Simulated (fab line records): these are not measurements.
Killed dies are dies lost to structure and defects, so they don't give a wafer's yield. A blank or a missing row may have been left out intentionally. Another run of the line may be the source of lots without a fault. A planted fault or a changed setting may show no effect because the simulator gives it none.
fab line records + flow n5Finfet
record:
- lots: 6
- wafers: 18
- lastDay: 16
route steps=1938 shown BEOL_M1@756 BEOL_M4@1111 PASSIVATION@1936
lots that met no fault: from a run of the same line without faults
startH: start of the lot's first displayed wafer, in hours after the record's first day + waitH: hours elapsed since this lot's preceding step + " as in the row above + L1.1+2: several wafers, shown together as one row + - either no value or no given start + * or withheld: withheld + < > ~ a bound
route shown NAME@n: NAME is a module with steps in the file, n the number in the route of the first one + usual: mean and standard deviation over wafers with no fault + same: alike in all rows + chamber/n: place in a boat + sites: per-site readings + _std_site: the standard deviation of these + _edge_site: the outer-site mean with the inner-site mean subtracted + radiusMm: how far each site lies from the wafer's centre + mask NAME#n: copy n + behind: tool/chamber where the wafer was last shaped + hold: reason for holding the lot/hours on hold/outcome of the hold + device: names the non-switching transistor (n, p or np) + end of line: at the end of the route, the tests of the same wafers + a step with no rows: only its recipe + killed: not the wafer's yield, but the dies lost to structure and defects at the first sort + map: the dies of a wafer, with x for killed, . for not killed, _ for no die there
set.NAME: the run value of the setting; set.NAME@STEP: its run value at that earlier step + model.NAME: the simulator's own value behind a step, which no gauge read
lots at some steps of the route; a table a step, a row a wafer
services: the hour from which a tool's chamber was out of use, counted from the record's first day as startH (under 0 if before that day), plus the number of hours and why
== steps ==
step: N5_BEOL_M1_COAT_62
recipe:
- resist: SiARC
- tempC: 220
- timeS: 60
- spinRpm: 1500
- resistThkNm: 12
step: N5_BEOL_M1_COAT_73
recipe:
- resist: underlayer
- tempC: 205
- timeS: 60
- spinRpm: 1500
- resistThkNm: 5
step: N5_BEOL_M1_COAT_05
recipe:
- resist: CAR-EUV
- spinRpm: 1500
- resistThkNm: 30
step: N5_BEOL_M1_EBR_07
recipe:
- solvent: PGMEA
- ebrWidthMm: 1.5
step: N5_BEOL_M1_SOFTBAKE_06
recipe:
- tempC: 110
- timeS: 60
- resist: CAR-EUV
step: N5_BEOL_M1_EXPOSE_08
recipe:
- maskId: M1
- na: 0.33
- sourceShape: dipole
- sigmaInner: 0.369
- sigmaOuter: 0.767
- polarization: unpolarized
- doseMj: 33
step: N5_BEOL_M1_PEB_09
recipe:
- pebTempC: 100
- pebTimeS: 60
- resist: CAR-EUV
step: N5_BEOL_M1_DEVELOP_10
recipe:
- developTimeS: 30
- developer: TMAH
- resist: CAR-EUV
- rinseLiquid: surfactantRinse
- dry: airSpin
- devTempC: 23
step: N5_BEOL_M1_CD_MEAS_11
recipe:
- targetCdNm: 17.05
- landingEnergyEv: 500
- detector: seInlens
- polarity: opening
usual:
- cdNm: 17.11/0.23
| lot.wafer | tool     | chamber | startH | waitH | cdNm  |
|-----------|----------|---------|--------|-------|-------|
| L437.1    | cdSem-01 | 0       | 141.58 | -     | 17.02 |
| L437.3    | "        | 0       | "      | "     | 17.20 |
| L437.5    | "        | 0       | "      | "     | 17.33 |
| L443.2    | cdSem-01 | 0       | 169.45 | -     | 16.88 |
| L443.4    | "        | 0       | "      | "     | 16.80 |
| L443.5    | "        | 0       | "      | "     | 17.27 |
| L447.1    | cdSem-01 | 0       | 201.70 | -     | 17.05 |
| L447.2    | "        | 0       | "      | "     | 17.25 |
| L447.3    | "        | 0       | "      | "     | 16.87 |
| L449.2    | cdSem-01 | 0       | 211.61 | -     | 17.13 |
| L449.3    | "        | 0       | "      | "     | 16.71 |
| L449.5    | "        | 0       | "      | "     | 17.16 |
| L450.3    | cdSem-02 | 0       | 216.82 | -     | 17.25 |
| L450.5    | "        | 0       | "      | "     | 16.94 |
| L450.6    | "        | 0       | "      | "     | 16.81 |
| L457.3    | cdSem-02 | 0       | 251.92 | -     | 17.20 |
| L457.4    | "        | 0       | "      | "     | 17.25 |
| L457.5    | "        | 0       | "      | "     | 17.41 |
step: N5_BEOL_M1_OVL_MEAS_12
recipe:
- pointsPerWafer: 522
usual:
- M1_OVL: 0.2/0.82
| lot.wafer | tool       | chamber | startH | waitH | M1_OVL[nm] |
|-----------|------------|---------|--------|-------|------------|
| L437.1    | overlay-02 | 0       | 141.61 | 0.0   | -0.1       |
| L437.3    | "          | 0       | "      | "     | 1.2        |
| L437.5    | "          | 0       | "      | "     | -0.5       |
| L443.2    | overlay-02 | 0       | 169.48 | 0.0   | -0.4       |
| L443.4    | "          | 0       | "      | "     | 1.1        |
| L443.5    | "          | 0       | "      | "     | 0.2        |
| L447.1    | overlay-01 | 0       | 201.73 | 0.0   | 0.0        |
| L447.2    | "          | 0       | "      | "     | -0.2       |
| L447.3    | "          | 0       | "      | "     | -0.5       |
| L449.2    | overlay-02 | 0       | 211.65 | 0.0   | 2.1        |
| L449.3    | "          | 0       | "      | "     | -0.1       |
| L449.5    | "          | 0       | "      | "     | 0.3        |
| L450.3    | overlay-01 | 0       | 216.85 | 0.0   | 0.2        |
| L450.5    | "          | 0       | "      | "     | 0.5        |
| L450.6    | "          | 0       | "      | "     | -0.5       |
| L457.3    | overlay-02 | 0       | 251.96 | 0.0   | 0.3        |
| L457.4    | "          | 0       | "      | "     | -0.7       |
| L457.5    | "          | 0       | "      | "     | -0.5       |
step: N5_BEOL_M1_INSPECT_13
recipe:
- mode: adi
- inspectInstrument: brightfield
usual:
- rawDefectCount: 400/86
| lot.wafer | tool             | chamber | startH | waitH | rawDefectCount |
|-----------|------------------|---------|--------|-------|----------------|
| L437.1    | defectInspect-02 | -       | 141.67 | 0.1   | 401            |
| L437.3    | "                | -       | "      | "     | 445            |
| L437.5    | "                | -       | "      | "     | 402            |
| L443.2    | defectInspect-02 | -       | 169.53 | 0.0   | 553            |
| L443.4    | "                | -       | "      | "     | 458            |
| L443.5    | "                | -       | "      | "     | 392            |
| L447.1    | defectInspect-01 | -       | 201.79 | 0.1   | 459            |
| L447.2    | "                | -       | "      | "     | 281            |
| L447.3    | "                | -       | "      | "     | 369            |
| L449.2    | defectInspect-01 | -       | 211.70 | 0.0   | 463            |
| L449.3    | "                | -       | "      | "     | 431            |
| L449.5    | "                | -       | "      | "     | 347            |
| L450.3    | defectInspect-02 | -       | 216.90 | 0.0   | 428            |
| L450.5    | "                | -       | "      | "     | 373            |
| L450.6    | "                | -       | "      | "     | 389            |
| L457.3    | defectInspect-01 | -       | 252.00 | 0.0   | 325            |
| L457.4    | "                | -       | "      | "     | 296            |
| L457.5    | "                | -       | "      | "     | 373            |
step: N5_BEOL_M1_DESCUM_16
recipe:
- chemistry: O2
- timeS: 7
- sourcePowerW: 50
- biasPowerW: 20
- pressureMtorr: 20
- rfFrequencyHz: 2.712e+07
- tempC: 40
- resist: CAR-EUV
- o2FlowSccm: 225
usual:
- drypumpMotorCurrentA: 5.9/0.43
- oesProductAu: 0.81/0.088
- rfVppV: 243.6/1.4
- showerheadPlenumPTorr: 2.12/0.083
- throttleValvePct: 20.40/0.22
| lot.wafer | tool       | chamber | startH | waitH | drypumpMotorCurrentA | oesProductAu | rfHoursCounterH | rfVppV | showerheadPlenumPTorr | throttleValvePct |
|-----------|------------|---------|--------|-------|----------------------|--------------|-----------------|--------|-----------------------|------------------|
| L437.1    | rieDiel-03 | 1       | 141.79 | 0.1   | 5.9                  | 0.75         | 151             | 242.0  | 2.18                  | 20.64            |
| L437.3    | "          | 3       | "      | "     | 5.3                  | 0.68         | 238             | 242.1  | 2.06                  | 20.75            |
| L437.5    | "          | 1       | "      | "     | 5.9                  | 0.75         | -               | 245.4  | 2.18                  | 20.63            |
| L443.2    | rieDiel-02 | 0       | 169.57 | 0.0   | 6.0                  | 0.84         | 69              | 245.9  | 2.21                  | 20.10            |
| L443.4    | "          | 1       | "      | "     | 6.3                  | 0.76         | 146             | 246.3  | 2.18                  | 20.08            |
| L443.5    | "          | 1       | "      | "     | 6.3                  | 0.75         | -               | 245.0  | 2.18                  | 20.09            |
| L447.1    | rieDiel-03 | 2       | 201.82 | 0.0   | 5.3                  | 0.74         | 155             | 242.1  | 2.01                  | 20.52            |
| L447.2    | "          | 0       | "      | "     | 6.7                  | 0.87         | 30              | 242.5  | 2.05                  | 20.31            |
| L447.3    | "          | 1       | "      | "     | 6.0                  | 0.72         | 174             | 243.5  | 2.18                  | 20.65            |
| L449.2    | rieDiel-02 | 3       | 211.73 | 0.0   | 5.6                  | 0.92         | 20              | 243.9  | 2.24                  | 20.31            |
| L449.3    | "          | 2       | "      | "     | 6.2                  | 0.72         | 199             | 241.1  | 1.99                  | 20.76            |
| L449.5    | "          | 2       | "      | "     | 6.2                  | 0.73         | -               | 240.4  | 1.99                  | 20.75            |
| L450.3    | rieDiel-02 | 3       | 216.94 | 0.0   | 5.6                  | 0.92         | 21              | 244.9  | 2.24                  | 20.30            |
| L450.5    | "          | 3       | "      | "     | 5.6                  | 0.92         | -               | 244.3  | 2.24                  | 20.29            |
| L450.6    | "          | 0       | "      | "     | 6.0                  | 0.82         | -               | 243.8  | 2.21                  | 20.13            |
| L457.3    | rieDiel-06 | 1       | 252.19 | 0.2   | 6.2                  | 0.89         | 36              | 242.4  | 2.13                  | 20.10            |
| L457.4    | "          | 3       | "      | "     | 5.8                  | 0.80         | 105             | 243.7  | 2.20                  | 20.20            |
| L457.5    | "          | 1       | "      | "     | 6.1                  | 0.89         | -               | 243.6  | 2.13                  | 20.11            |
step: N5_BEOL_M1_ETCH_74
recipe:
- chemistry: N2/H2
- target: underlayer
- targetDepthA: 65
- maskMaterial: CAR-EUV
- timeS: 5.2
- ionEnergyEv: 200
- pressureMtorr: 30
- sourceW: 840
- biasW: 150
- n2FlowSccm: 200
- h2FlowSccm: 200
- ends: cleared
usual:
- biasW: 150.0/0.5
- drypumpMotorCurrentA: 5.9/0.43
- etchRfOnTimeS: 5.21/0.097
- oesProductAu: 0.69/0.076
- rfVppV: 524.8/2.8
- showerheadPlenumPTorr: 2.57/0.097
- throttleValvePct: 17.86/0.28
| lot.wafer | tool       | chamber | startH | waitH | biasW | drypumpMotorCurrentA | etchRfOnTimeS | oesProductAu | rfHoursCounterH | rfVppV | showerheadPlenumPTorr | throttleValvePct |
|-----------|------------|---------|--------|-------|-------|----------------------|---------------|--------------|-----------------|--------|-----------------------|------------------|
| L437.1    | rieDiel-03 | 1       | 141.83 | 0.0   | 150.1 | 6.0                  | 5.31          | 0.65         | 151             | 527.2  | 2.66                  | 18.19            |
| L437.3    | "          | 3       | "      | "     | 149.8 | 5.4                  | 5.33          | 0.58         | 238             | 522.9  | 2.51                  | 18.16            |
| L437.5    | "          | 1       | "      | "     | 150.9 | 5.9                  | 5.31          | 0.64         | -               | 524.7  | 2.66                  | 18.20            |
| L443.2    | rieDiel-02 | 0       | 169.60 | 0.0   | 150.0 | 6.0                  | 5.14          | 0.71         | 69              | 526.7  | 2.68                  | 17.50            |
| L443.4    | "          | 1       | "      | "     | 150.1 | 6.3                  | 5.13          | 0.64         | 146             | 526.5  | 2.66                  | 17.51            |
| L443.5    | "          | 1       | "      | "     | 150.2 | 6.3                  | 5.20          | 0.64         | -               | 527.0  | 2.66                  | 17.52            |
| L447.1    | rieDiel-03 | 2       | 201.86 | 0.0   | 150.4 | 5.3                  | 5.31          | 0.64         | 155             | 521.9  | 2.45                  | 18.10            |
| L447.2    | "          | 0       | "      | "     | 149.2 | 6.7                  | 5.15          | 0.74         | 30              | 524.6  | 2.49                  | 17.75            |
| L447.3    | "          | 1       | "      | "     | 149.9 | 5.9                  | 5.27          | 0.62         | 174             | 524.1  | 2.65                  | 18.21            |
| L449.2    | rieDiel-02 | 3       | 211.77 | 0.0   | 132.3 | 5.6                  | 5.41          | 0.76         | 20              | 484.8  | 2.71                  | 17.65            |
| L449.3    | "          | 2       | "      | "     | 150.1 | 6.2                  | 5.24          | 0.63         | 199             | 520.0  | 2.42                  | 18.25            |
| L449.5    | "          | 2       | "      | "     | 149.3 | 6.2                  | 5.31          | 0.62         | -               | 519.5  | 2.42                  | 18.27            |
| L450.3    | rieDiel-02 | 3       | 216.97 | 0.0   | 130.9 | 5.6                  | 5.45          | 0.76         | 21              | 484.8  | 2.71                  | 17.60            |
| L450.5    | "          | 3       | "      | "     | 130.9 | 5.6                  | 5.39          | 0.76         | -               | 485.0  | 2.71                  | 17.61            |
| L450.6    | "          | 0       | "      | "     | 150.6 | 6.0                  | 5.23          | 0.70         | -               | 528.4  | 2.68                  | 17.51            |
| L457.3    | rieDiel-06 | 1       | 252.23 | 0.0   | 151.1 | 6.2                  | 5.04          | 0.76         | 36              | 524.3  | 2.58                  | 17.49            |
| L457.4    | "          | 3       | "      | "     | 150.0 | 5.8                  | 5.20          | 0.68         | 105             | 526.8  | 2.67                  | 17.73            |
| L457.5    | "          | 1       | "      | "     | 150.3 | 6.2                  | 5.09          | 0.76         | -               | 522.0  | 2.58                  | 17.51            |
step: N5_BEOL_M1_ETCH_63
recipe:
- chemistry: CF4
- target: SiARC
- targetDepthA: 156
- maskMaterial: CAR-EUV
- timeS: 26
- ionEnergyEv: 80
- pressureMtorr: 40
- sourceW: 545
- biasW: 36
- Ar_flow_sccm: 100
- cf4FlowSccm: 100
- ends: cleared
usual:
- biasW: 36.01/0.11
- drypumpMotorCurrentA: 5.9/0.43
- etchRfOnTimeS: 26.0/0.44
- oesProductAu: 0.69/0.076
- rfVppV: 184.3/1.3
- showerheadPlenumPTorr: 2.17/0.079
- throttleValvePct: 15.58/0.24
| lot.wafer | tool       | chamber | startH | waitH | biasW | drypumpMotorCurrentA | etchRfOnTimeS | oesProductAu | rfHoursCounterH | rfVppV | showerheadPlenumPTorr | throttleValvePct |
|-----------|------------|---------|--------|-------|-------|----------------------|---------------|--------------|-----------------|--------|-----------------------|------------------|
| L437.1    | rieDiel-03 | 1       | 141.85 | 0.0   | 35.83 | 5.9                  | 26.2          | 0.64         | 151             | 184.9  | 2.23                  | 15.81            |
| L437.3    | "          | 3       | "      | "     | 35.97 | 5.3                  | 26.4          | 0.59         | 238             | 182.2  | 2.12                  | 16.01            |
| L437.5    | "          | 1       | "      | "     | 35.77 | 5.9                  | 26.1          | 0.64         | -               | 183.7  | 2.23                  | 15.79            |
| L443.2    | rieDiel-02 | 0       | 169.62 | 0.0   | 35.92 | 6.0                  | 25.7          | 0.72         | 69              | 186.7  | 2.26                  | 15.29            |
| L443.4    | "          | 1       | "      | "     | 35.99 | 6.2                  | 25.8          | 0.64         | 146             | 184.5  | 2.23                  | 15.35            |
| L443.5    | "          | 1       | "      | "     | 35.94 | 6.2                  | 25.9          | 0.64         | -               | 185.3  | 2.23                  | 15.37            |
| L447.1    | rieDiel-03 | 2       | 201.87 | 0.0   | 36.07 | 5.3                  | 26.4          | 0.64         | 155             | 182.9  | 2.06                  | 15.70            |
| L447.2    | "          | 0       | "      | "     | 35.99 | 6.6                  | 25.8          | 0.76         | 30              | 184.1  | 2.10                  | 15.50            |
| L447.3    | "          | 1       | "      | "     | 36.06 | 6.0                  | 26.2          | 0.63         | 174             | 184.1  | 2.22                  | 15.84            |
| L449.2    | rieDiel-02 | 3       | 211.78 | 0.0   | 35.98 | 5.6                  | 25.0          | 0.80         | 20              | 184.4  | 2.28                  | 15.42            |
| L449.3    | "          | 2       | "      | "     | 35.97 | 6.1                  | 26.1          | 0.63         | 199             | 181.5  | 2.04                  | 15.99            |
| L449.5    | "          | 2       | "      | "     | 36.18 | 6.2                  | 26.3          | 0.63         | -               | 182.5  | 2.04                  | 16.00            |
| L450.3    | rieDiel-02 | 3       | 216.99 | 0.0   | 35.95 | 5.6                  | 25.4          | 0.79         | 21              | 185.3  | 2.28                  | 15.42            |
| L450.5    | "          | 3       | "      | "     | 36.04 | 5.6                  | 25.4          | 0.79         | -               | 186.7  | 2.28                  | 15.43            |
| L450.6    | "          | 0       | "      | "     | 35.99 | 6.0                  | 26.1          | 0.70         | -               | 184.8  | 2.25                  | 15.30            |
| L457.3    | rieDiel-06 | 1       | 252.24 | 0.0   | 36.06 | 6.2                  | 25.2          | 0.76         | 36              | 184.4  | 2.19                  | 15.30            |
| L457.4    | "          | 3       | "      | "     | 36.00 | 5.8                  | 26.1          | 0.69         | 105             | 186.4  | 2.25                  | 15.38            |
| L457.5    | "          | 1       | "      | "     | 35.94 | 6.2                  | 25.5          | 0.76         | -               | 184.5  | 2.18                  | 15.30            |
step: N5_BEOL_M4_RC_MEAS_101
usual:
- DIBL_N: 36.3/1.2
- DIBL_P: 36.1/1.6
- IOFF_N: 0.161/0.023
- IOFF_P: 0.209/0.027
- ION_N: 676/8.9
- ION_P: 462/5.3
- SS_N: 71.5/0.51
- SS_P: 73.2/0.5
- VT_N: 249.1/2.5
- VT_P: -249.9/2.8
| lot.wafer | tool      | chamber | startH | waitH | DIBL_N[mV/V] | DIBL_P[mV/V] | IOFF_N[nA/um] | IOFF_P[nA/um] | ION_N[uA/um] | ION_P[uA/um] | SS_N[mV/dec] | SS_P[mV/dec] | VT_N[mV] | VT_P[mV] |
|-----------|-----------|---------|--------|-------|--------------|--------------|---------------|---------------|--------------|--------------|--------------|--------------|----------|----------|
| L437.1    | prober-01 | 0       | 179.90 | 0.0   | 35.8         | 34.1         | 0.147         | 0.202         | 673          | 464          | 71.1         | 72.4         | 251.4    | -247.8   |
| L437.3    | "         | 0       | "      | "     | 36.9         | 34.8         | 0.161         | 0.207         | 676          | 459          | 71.2         | 72.6         | 251.6    | -249.9   |
| L437.5    | "         | 0       | "      | "     | 38.2         | 37.4         | 0.191         | 0.245         | 690          | 470          | 71.9         | 73.7         | 250.0    | -247.3   |
| L443.2    | prober-02 | 0       | 206.46 | 0.2   | 35.5         | 33.1         | 0.138         | 0.183         | 666          | 460          | 71.2         | 72.3         | 250.0    | -251.4   |
| L443.4    | "         | 0       | "      | "     | 36.5         | 34.4         | 0.153         | 0.210         | 681          | 469          | 71.2         | 73.0         | 248.6    | -248.4   |
| L443.5    | "         | 0       | "      | "     | 37.1         | 35.1         | 0.161         | 0.212         | 679          | 469          | 71.8         | 73.5         | 249.0    | -249.5   |
| L447.1    | prober-02 | 0       | 246.32 | 0.0   | 37.5         | 36.2         | 0.169         | 0.252         | 674          | 463          | 71.9         | 73.3         | 247.4    | -244.1   |
| L447.2    | "         | 0       | "      | "     | 35.9         | 35.7         | 0.154         | 0.234         | 683          | 476          | 71.2         | 73.4         | 247.7    | -246.4   |
| L447.3    | "         | 0       | "      | "     | 34.5         | 32.5         | 0.121         | 0.199         | 664          | 466          | 70.4         | 72.5         | 255.4    | -246.6   |
| L450.3    | prober-02 | 0       | 249.34 | 0.3   | 36.2         | 36.4         | 0.166         | 0.206         | 669          | 459          | 71.3         | 73.2         | 250.0    | -250.2   |
| L450.5    | "         | 0       | "      | "     | 35.1         | 35.6         | 0.157         | 0.204         | 681          | 469          | 72.0         | 72.9         | 249.4    | -250.6   |
| L450.6    | "         | 0       | "      | "     | 34.9         | 34.8         | 0.150         | 0.186         | 668          | 459          | 71.0         | 72.8         | 251.0    | -250.7   |
| L449.2    | prober-02 | 0       | 255.40 | 0.2   | 37.6         | 37.7         | 0.207         | 0.212         | 692          | 462          | 71.4         | 73.6         | 242.1    | -253.8   |
| L449.3    | "         | 0       | "      | "     | 36.2         | 37.0         | 0.164         | 0.195         | 668          | 455          | 70.7         | 73.3         | 247.9    | -252.8   |
| L449.5    | "         | 0       | "      | "     | 35.6         | 35.3         | 0.158         | 0.183         | 678          | 454          | 71.6         | 72.9         | 246.3    | -254.3   |
| L457.3    | prober-01 | 0       | 294.60 | 0.3   | 35.8         | 36.9         | 0.173         | 0.216         | 670          | 459          | 72.0         | 73.3         | 247.9    | -248.2   |
| L457.4    | "         | 0       | "      | "     | 35.5         | 36.2         | 0.162         | 0.202         | 680          | 454          | 72.5         | 73.2         | 247.7    | -248.1   |
| L457.5    | "         | 0       | "      | "     | 36.3         | 37.3         | 0.175         | 0.229         | 681          | 464          | 71.4         | 73.6         | 247.1    | -248.9   |
step: N5_PASSIVATION_PROBE_49
usual:
- defectLimitedYield: 91.3/1.5
- killed_at_M0_to_M3: 35/10
- killed_at_M4_up: 13/5.3
- killedAtContacts: 12/5.7
- killedAtFrontEnd: 39/11
- killedAtOther: 3.3/2.7
- killedDies: 102/18
- killedOpen: 67/13
- killedShort: 34/7.8
- sort_bin_5_function: 5.1/1
- sort_bin_6_memory: 3.3/0.68
- sortNPass: 1078/18
- sortYieldPct: 91.3/1.5
same:
- grossDies: 1180
- killedAtBackSide: 0
- sort_bin_4_leakage[%]: 0
- sort_bin_8_speed[%]: 0
| lot.wafer | tool      | chamber | startH | waitH | defectLimitedYield[%] | killed_at_M0_to_M3 | killed_at_M4_up | killedAtContacts | killedAtFrontEnd | killedAtOther | killedDies | killedOpen | killedShort | sort_bin_5_function[%] | sort_bin_6_memory[%] | sortNPass | sortYieldPct[%] |
|-----------|-----------|---------|--------|-------|-----------------------|--------------------|-----------------|------------------|------------------|---------------|------------|------------|-------------|------------------------|----------------------|-----------|-----------------|
| L443.2    | prober-01 | -       | 307.04 | 0.1   | 88.8                  | 52                 | 12              | 5                | 53               | 10            | 132        | 81         | 49          | 6.4                    | 4.5                  | 1048      | 88.8            |
| L443.4    | prober-01 | -       | 307.14 | 0.2   | 91.6                  | 31                 | 14              | 6                | 47               | 1             | 99         | 64         | 34          | 5.0                    | 3.2                  | 1081      | 91.6            |
| L443.5    | prober-01 | -       | 307.19 | 0.2   | 90.8                  | 38                 | 6               | 9                | 53               | 2             | 108        | 73         | 35          | 5.4                    | 3.6                  | 1072      | 90.8            |
| L447.1    | prober-02 | -       | 352.27 | 0.0   | 92.8                  | 22                 | 22              | 7                | 32               | 2             | 85         | 60         | 25          | 4.4                    | 2.8                  | 1095      | 92.8            |
| L447.2    | prober-02 | -       | 352.32 | 0.1   | 92.8                  | 25                 | 11              | 6                | 31               | 12            | 85         | 56         | 28          | 3.6                    | 3.2                  | 1095      | 92.8            |
| L447.3    | prober-02 | -       | 352.37 | 0.1   | 94.7                  | 22                 | 11              | 7                | 21               | 2             | 63         | 41         | 22          | 3.8                    | 1.4                  | 1117      | 94.7            |
| L450.3    | prober-02 | -       | 356.81 | 0.1   | 92.1                  | 33                 | 9               | 11               | 38               | 2             | 93         | 60         | 33          | 5.1                    | 2.5                  | 1087      | 92.1            |
| L450.5    | prober-02 | -       | 356.91 | 0.2   | 92.4                  | 24                 | 4               | 18               | 42               | 2             | 90         | 60         | 29          | 4.4                    | 3.1                  | 1090      | 92.4            |
| L450.6    | prober-02 | -       | 356.96 | 0.3   | 89.4                  | 52                 | 15              | 9                | 49               | 0             | 125        | 78         | 47          | 6.4                    | 3.8                  | 1055      | 89.4            |
| L449.2    | prober-02 | -       | 358.83 | 0.4   | 89.4                  | 47                 | 18              | 11               | 46               | 3             | 125        | 77         | 46          | 6.2                    | 3.7                  | 1055      | 89.4            |
| L449.3    | prober-02 | -       | 358.88 | 0.4   | 91.8                  | 21                 | 15              | 14               | 42               | 5             | 97         | 67         | 30          | 4.8                    | 3.1                  | 1083      | 91.8            |
| L449.5    | prober-02 | -       | 358.98 | 0.5   | 89.5                  | 47                 | 23              | 20               | 34               | 0             | 124        | 76         | 48          | 6.7                    | 3.7                  | 1056      | 89.5            |
killed by level:class
L443.2 BEOL_M2:geometricParticle:open=20 FIN_SAQP:geometricParticle:short=14 FIN_SAQP:geometricParticle:open=11 BEOL_M0_SAQP:geometricParticle:open=11 BEOL_M0_SAQP:geometricParticle:short=6 BEOL_M2:geometricParticle:short=6 BEOL_M4:geometricParticle:open=6 STARTING-WAFER:geometricParticle:open=5
L443.4 FIN_SAQP:geometricParticle:open=11 FIN_SAQP:geometricParticle:short=9 BEOL_M0_SAQP:geometricParticle:short=9 DUMMY_GATE:geometricParticle:open=8 BEOL_M1:geometricParticle:open=7 BEOL_M2:geometricParticle:open=6 BEOL_M4:geometricParticle:open=6 BEOL_M0_SAQP:geometricParticle:open=5
L443.5 BEOL_M1:geometricParticle:open=11 BEOL_M2:geometricParticle:open=9 MOL_CONTACT_COAG:geometricParticle:open=8 BEOL_M0_SAQP:geometricParticle:short=8 FIN_SAQP:geometricParticle:open=6 STARTING-WAFER:geometricParticle:open=6 STI_FIN_REVEAL:geometricParticle:open=5 DUMMY_GATE:geometricParticle:open=5
L447.1 BEOL_M4:geometricParticle:open=15 FIN_SAQP:geometricParticle:open=6 MOL_CONTACT_COAG:geometricParticle:open=6 BEOL_M0_SAQP:geometricParticle:short=6 BEOL_M2:geometricParticle:open=6 STI_FIN_REVEAL:geometricParticle:open=4 SDB:geometricParticle:short=4 BEOL_M0_SAQP:geometricParticle:open=4
L447.2 STI_FIN_REVEAL:geometricParticle:open=9 FIN_SAQP:geometricParticle:short=7 FIN_SAQP:geometricParticle:open=7 BEOL_M0_SAQP:geometricParticle:short=7 BEOL_M2:geometricParticle:open=7 MOL_CONTACT_COAG:geometricParticle:open=4 BEOL_M4:geometricParticle:open=4 BEOL_M0_SAQP:geometricParticle:open=3
L447.3 BEOL_M0_SAQP:geometricParticle:open=11 MOL_CONTACT_COAG:geometricParticle:open=6 STI_FIN_REVEAL:geometricParticle:open=5 BEOL_M0_SAQP:geometricParticle:short=5 BEOL_M4:geometricParticle:open=5 BEOL_M2:geometricParticle:open=3 BEOL_M4:geometricParticle:short=3 STARTING-WAFER:geometricParticle:short=3
L450.3 FIN_SAQP:geometricParticle:short=10 MOL_CONTACT_COAG:geometricParticle:open=9 BEOL_M2:geometricParticle:open=8 BEOL_M1:geometricParticle:open=7 BEOL_M3:geometricParticle:open=7 FIN_SAQP:geometricParticle:open=6 STI_FIN_REVEAL:geometricParticle:open=5 BEOL_M5:geometricParticle:open=4
L450.5 MOL_CONTACT_COAG:geometricParticle:open=13 STI_FIN_REVEAL:geometricParticle:open=11 FIN_SAQP:geometricParticle:short=9 BEOL_M3:geometricParticle:open=6 BEOL_M1:geometricParticle:open=6 GATE_CUT:geometricParticle:open=5 MOL_CONTACT_COAG:geometricParticle:short=5 BEOL_M0_SAQP:geometricParticle:short=4
L450.6 BEOL_M2:geometricParticle:open=18 FIN_SAQP:geometricParticle:short=12 BEOL_M3:geometricParticle:open=8 BEOL_M1:geometricParticle:open=7 GATE_CUT:geometricParticle:short=7 FIN_SAQP:geometricParticle:open=6 MOL_CONTACT_COAG:geometricParticle:open=6 BEOL_M0_SAQP:geometricParticle:open=6
L449.2 BEOL_M0_SAQP:geometricParticle:open=12 MOL_CONTACT_COAG:geometricParticle:open=11 BEOL_M0_SAQP:geometricParticle:short=9 FIN_SAQP:geometricParticle:short=8 BEOL_M0:geometricParticle:open=7 BEOL_M2:geometricParticle:open=7 FIN_SAQP:geometricParticle:open=6 GATE_CUT:geometricParticle:open=6
L449.3 BEOL_M4:geometricParticle:open=11 FIN_SAQP:geometricParticle:open=10 STI_FIN_REVEAL:geometricParticle:open=10 MOL_CONTACT_COAG:geometricParticle:open=10 BEOL_M0_SAQP:geometricParticle:open=8 FIN_SAQP:geometricParticle:short=6 MOL_CONTACT_COAG:geometricParticle:short=4 STARTING-WAFER:geometricParticle:short=4
L449.5 MOL_CONTACT_COAG:geometricParticle:open=16 FIN_SAQP:geometricParticle:short=13 BEOL_M0_SAQP:geometricParticle:short=10 BEOL_M0:geometricParticle:open=9 BEOL_M1:geometricParticle:open=8 BEOL_M4:geometricParticle:open=7 FIN_SAQP:geometricParticle:open=6 BEOL_M3:geometricParticle:open=5
== services ==
| tool       | chamber | startH | hours | kind                         |
|------------|---------|--------|-------|------------------------------|
| rieDiel-02 | 3       | 129.56 | -     | clean                        |
| rieDiel-02 | 3       | 129.56 | -     | consumableReplace:focusRing  |
| rieDiel-02 | 3       | 129.56 | -     | consumableReplace:showerhead |
| rieDiel-02 | 3       | 129.56 | 23.7  | scheduledDown                |
| rieDiel-02 | 3       | 129.56 | 23.7  | ventCycle                    |
| rieDiel-02 | 3       | 153.75 | 1.5   | repair                       |
| rieDiel-03 | 3       | 164.52 | 1.7   | repair                       |
| rieDiel-06 | -       | 179.18 | 14.6  | pm                           |
| rieDiel-03 | 3       | 179.37 | -     | clean                        |
| rieDiel-03 | 3       | 179.37 | -     | consumableReplace:focusRing  |
| rieDiel-03 | 3       | 179.37 | 16.3  | scheduledDown                |
| rieDiel-03 | 3       | 179.37 | 16.3  | ventCycle                    |
| rieDiel-02 | 0       | 201.01 | 9.1   | repair                       |
| rieDiel-02 | 2       | 223.76 | 6.1   | repair                       |
| rieDiel-06 | 0       | 229.98 | -     | clean                        |
| rieDiel-06 | 0       | 229.98 | -     | consumableReplace:focusRing  |
| rieDiel-06 | 0       | 229.98 | 14.3  | scheduledDown                |
| rieDiel-06 | 0       | 229.98 | 14.3  | ventCycle                    |
| rieDiel-02 | 2       | 237.18 | 4.4   | repair                       |
| rieDiel-06 | 2       | 241.17 | 1.2   | repair                       |
== key ==
firstSign:
- step: N5_BEOL_M1_ETCH_74
- reading: biasW
- direction: down
- sigmas: 38
- usual: *
- struck: *
effect:
- step: N5_BEOL_M1_ETCH_74
- reading: rfVppV
- direction: down
- sigmas: 14
- usual: 524.8
- struck: 484.9
metAt N5_BEOL_M1_ETCH_74
struckWafers L449.2,L450.3,L450.5
fault:
- kind: processParameterDrift
- tool: rieDiel-02
- chamber: 3
- onsetH: 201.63
- steps: N5_BEOL_M1_ETCH_74
- channel: biasW
- offset: *
- shape: step
- endH: 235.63
- actsIn: *
- stated: *
